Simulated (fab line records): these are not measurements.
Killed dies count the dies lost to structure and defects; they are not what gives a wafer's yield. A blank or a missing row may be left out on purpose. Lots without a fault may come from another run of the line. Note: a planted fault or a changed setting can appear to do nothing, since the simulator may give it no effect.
Chamber matching :: flow nandHarc :: cmp-03 running NHARC_THIN_TSV_CMP_21: 4 sister chambers
The step polishes, t overpolish 30 s, target thk 2000 nm. 4 wafers are shown with their chamber, then 9 later ones without.

## WAFERS PAIRED WITH THEIR CHAMBERS
wafer: L582.4
chamber: 3
motorCurrentA (A): 11.7

wafer: L594.1
chamber: 2
motorCurrentA (A): 9.3

wafer: L594.2
chamber: 0
motorCurrentA (A): 12.2

wafer: L594.4
chamber: 1
motorCurrentA (A): 10.7

## WAFERS WHOSE CHAMBER IS MISSING
wafer: L596.2
motorCurrentA (A): 8.7

wafer: L596.3
motorCurrentA (A): 11.5

wafer: L596.4
motorCurrentA (A): 11.7

wafer: L598.1
motorCurrentA (A): 12.3

wafer: L598.5
motorCurrentA (A): 9.1

wafer: L598.6
motorCurrentA (A): 11.6

wafer: L597.3
motorCurrentA (A): 12.4

wafer: L597.5
motorCurrentA (A): 9.4

wafer: L597.6
motorCurrentA (A): 9.9

## WHICH CHAMBER EACH WENT THROUGH
wafer: L596.2
from the rows above: 2
in truth: 2

wafer: L596.3
from the rows above: can't be placed: 3 or 0 or 1
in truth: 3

wafer: L596.4
from the rows above: can't be placed: 3 or 0
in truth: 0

wafer: L598.1
from the rows above: can't be placed: 0 or 3
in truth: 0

wafer: L598.5
from the rows above: 2
in truth: 2

wafer: L598.6
from the rows above: can't be placed: 3 or 0
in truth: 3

wafer: L597.3
from the rows above: can't be placed: 0 or 3
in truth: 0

wafer: L597.5
from the rows above: 2
in truth: 2

wafer: L597.6
from the rows above: can't be placed: 2 or 1
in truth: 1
3 of 9 placed correctly. From these rows, 6 cannot be placed; in 6 the true chamber is one of the candidates. 0 placed wrongly.
How it was worked out, from the rows above alone: a wafer's distance from a chamber is the root of the sum, over the readings, of the square of ((its reading less the chamber's mean) divided by the reading's scatter). If the next closest chamber is less than 2 further off than the closest, the wafer can't be placed; otherwise it belongs to the closest. The mean given for a chamber averages the wafers shown for that chamber. The scatter: root of mean squared gap, hidden wafer to nearest shown wafer, with one shown wafer a chamber.
